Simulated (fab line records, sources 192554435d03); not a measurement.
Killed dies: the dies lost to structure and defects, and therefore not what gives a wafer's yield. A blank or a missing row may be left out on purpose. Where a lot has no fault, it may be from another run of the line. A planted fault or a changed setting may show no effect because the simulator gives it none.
Lot-split experiment | flow n5Finfet | on a route of 1938 steps: 7 lots, 21 wafers read

## ABOUT THE SPLIT
At N5_BEOL_M10_EXPOSE_25 (exposes mask V9), the setting doseMj was moved away from the recipe's 85.5 on 6 of the 21 wafers read, by -4.9% to +2.4%. All remaining wafers had this setting at the recipe value.

## FROM THE SPLIT TO THE READING: what the file shows between them, 2 steps
- N5_BEOL_M10_PEB_26: peb time 60 s
- N5_BEOL_M10_DEVELOP_27: develop time 30 s

## THE READING
cdNm (nm) at N5_BEOL_M10_CD_MEAS_28, where the cd target is 70 nm. A value of 70.6 nm with a standard deviation of 1.1 nm is what fault-free wafers of this fab line usually give.

wafer  | tool, chamber at the split | doseMj as run | against the recipe | cdNm, nm | against lot-mates on the recipe
L078.1 | arfiScanner-01, 0          | 83.07         | -2.8%              | 67.9     | -2.3
L078.2 | arfiScanner-01, 0          | 85.5          | recipe             | 70.2     | -
L078.4 | arfiScanner-01, 0          | 83.07         | -2.8%              | 67.2     | -3.0
L082.1 | arfiScanner-01, 0          | 81.32         | -4.9%              | 65.3     | -4.2
L082.2 | arfiScanner-01, 0          | 85.5          | recipe             | 69.2     | -
L082.5 | arfiScanner-01, 0          | 85.5          | recipe             | 69.7     | -
L084.2 | arfiScanner-03, 0          | 87.54         | +2.4%              | 74.3     | +2.8
L084.3 | arfiScanner-03, 0          | 85.5          | recipe             | 71.5     | -
L084.6 | arfiScanner-03, 0          | 87.54         | +2.4%              | 72.0     | +0.5
L089.2 | arfiScanner-03, 0          | 85.5          | recipe             | 73.4     | -
L089.4 | arfiScanner-03, 0          | 82.66         | -3.3%              | 67.6     | -5.4
L089.6 | arfiScanner-03, 0          | 85.5          | recipe             | 72.5     | -
L091.3 | arfiScanner-03, 0          | 85.5          | recipe             | 70.1     | -
L091.5 | arfiScanner-03, 0          | 85.5          | recipe             | 71.9     | -
L091.6 | arfiScanner-03, 0          | 85.5          | recipe             | 71.4     | -
L094.1 | arfiScanner-01, 0          | 85.5          | recipe             | 71.7     | -
L094.4 | arfiScanner-01, 0          | 85.5          | recipe             | 72.1     | -
L094.5 | arfiScanner-01, 0          | 85.5          | recipe             | 70.4     | -
L095.3 | arfiScanner-01, 0          | 85.5          | recipe             | 70.4     | -
L095.4 | arfiScanner-01, 0          | 85.5          | recipe             | 70.7     | -
L095.5 | arfiScanner-01, 0          | 85.5          | recipe             | 70.2     | -

THE FIT
A straight line over all 21 wafers: cdNm changes by +1.1 nm for each +1% of doseMj; r = +0.87; the points scatter about the line by 1.1 nm.
The same after taking each lot's own level away (the mean of its wafers on the recipe; 21 wafers): +0.957 nm for each +1%; r = +0.90; scatter 0.8 nm.
On that fit, the largest move of doseMj shifts the reading by 4.7 nm.
The lots' own levels span 69.45 to 72.95 nm, that is 3.2 times the standard deviation above.
In other words, the slope is changed by the lot-to-lot level; the two fits disagree.
Check: for one of the wafers moved furthest among these (-4.9%), held out of the fit, the line's prediction against its lot-mates is -5.23 nm. It came out at -4.15 nm against them.

## THESE WAFERS: OTHER SPLITS
Other splits were also applied to these wafers ahead of the reading. Each is held against what the fit with the lots' levels taken away leaves over:
other split on the same wafers  | wafers away from the commonest value | r with cdNm (lot level and that fit taken away)
N5_BEOL_M7_DESCUM_33 timeS      | 5                                    | -0.08
N5_BEOL_M7_TRENCH_ETCH_37 timeS | 6                                    | +0.04
N5_BEOL_M10_PECVD_70 tempC      | 6                                    | +0.17
N5_BEOL_M10_ETCH_62 timeS       | 9                                    | +0.31

## THE FILE'S OWN FIT
cdNm changes by +1.02 nm for each +1% of doseMj, r = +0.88.
